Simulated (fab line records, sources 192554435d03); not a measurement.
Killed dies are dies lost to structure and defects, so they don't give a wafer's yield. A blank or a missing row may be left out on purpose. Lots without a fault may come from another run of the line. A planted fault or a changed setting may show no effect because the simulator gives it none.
Chamber matching | flow n5_finfet | N5_BEOL_M6_STRIP_19 on rie_diel-01: 4 sister chambers
The step strips in O2. 20 wafers are shown with their chamber, then 10 later ones without.

WAFERS WITH THEIR CHAMBER
wafer  | chamber | throttle_valve_pct (%) | showerhead_plenum_p_Torr (Torr) | drypump_motor_current_A (A)
L074.4 | 0       | 16.95                  | 2.20                            | 6.0
L074.5 | 0       | 16.95                  | 2.20                            | 6.0
L074.6 | 1       | 16.85                  | 2.17                            | 5.9
L075.3 | 1       | 16.82                  | 2.17                            | 5.9
L075.4 | 2       | 16.35                  | 2.25                            | 5.5
L075.5 | 0       | 16.97                  | 2.20                            | 6.0
L078.1 | 0       | 16.96                  | 2.19                            | 6.0
L078.2 | 2       | 16.33                  | 2.25                            | 5.6
L078.4 | 1       | 16.85                  | 2.17                            | 5.9
L079.1 | 1       | 16.87                  | 2.17                            | 5.9
L079.3 | 2       | 16.35                  | 2.25                            | 5.6
L079.4 | 0       | 16.96                  | 2.19                            | 6.0
L084.3 | 2       | 16.35                  | 2.24                            | 5.6
L084.4 | 3       | 16.42                  | 2.07                            | 5.7
L084.6 | 0       | 16.98                  | 2.19                            | 6.0
L087.1 | 0       | 16.99                  | 2.19                            | 6.0
L087.5 | 2       | 16.36                  | 2.24                            | 5.6
L087.6 | 1       | 16.88                  | 2.16                            | 5.9
L089.3 | 1       | 16.89                  | 2.16                            | 5.9
L089.5 | 3       | 16.44                  | 2.07                            | 5.7

SIGNATURES (means of the wafers above)
reading                  | chamber 0 | chamber 1 | chamber 2 | chamber 3 | scatter within a chamber
throttle_valve_pct       | 16.9657   | 16.8600   | 16.3480   | 16.4300   | 0.0181
showerhead_plenum_p_Torr | 2.1943    | 2.1667    | 2.2460    | 2.0700    | 0.00515
drypump_motor_current_A  | 6.000     | 5.900     | 5.580     | 5.700     | 0.0224
Rule: a wafer's distance from a chamber is the root of the sum, over the readings, of the square of ((its reading less the chamber's mean) divided by the reading's scatter). The wafer belongs to the nearest chamber; if the next one is less than 2 further off, it can't be placed. The scatter: the root of (the sum of the squares of (reading less its chamber's mean) over the shown wafers, divided by (wafers less chambers)).

WAFERS WITHOUT THEIR CHAMBER
wafer  | throttle_valve_pct (%) | showerhead_plenum_p_Torr (Torr) | drypump_motor_current_A (A)
L089.6 | 16.39                  | 2.24                            | 5.5
L090.1 | 16.39                  | 2.23                            | 5.6
L090.4 | 16.48                  | 2.07                            | 5.7
L090.5 | 16.92                  | 2.16                            | 5.9
L097.3 | 16.60                  | 2.18                            | 6.0
L097.4 | 16.41                  | 2.23                            | 5.6
L097.6 | 16.62                  | 2.18                            | 6.0
L096.1 | 16.48                  | 2.06                            | 5.7
L096.2 | 16.40                  | 2.23                            | 5.5
L096.4 | 16.59                  | 2.18                            | 6.0

WHICH CHAMBER EACH WENT THROUGH
wafer  | from the rows above | in truth
L089.6 | 2                   | 2
L090.1 | 2                   | 2
L090.4 | 3                   | 3
L090.5 | 1                   | 1
L097.3 | 1                   | 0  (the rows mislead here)
L097.4 | 2                   | 2
L097.6 | 1                   | 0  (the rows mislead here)
L096.1 | 3                   | 3
L096.2 | 2                   | 2
L096.4 | 1                   | 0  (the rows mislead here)
Placed correctly: 7 of 10. Can't be placed from these rows: 0. Placed wrongly: 3.
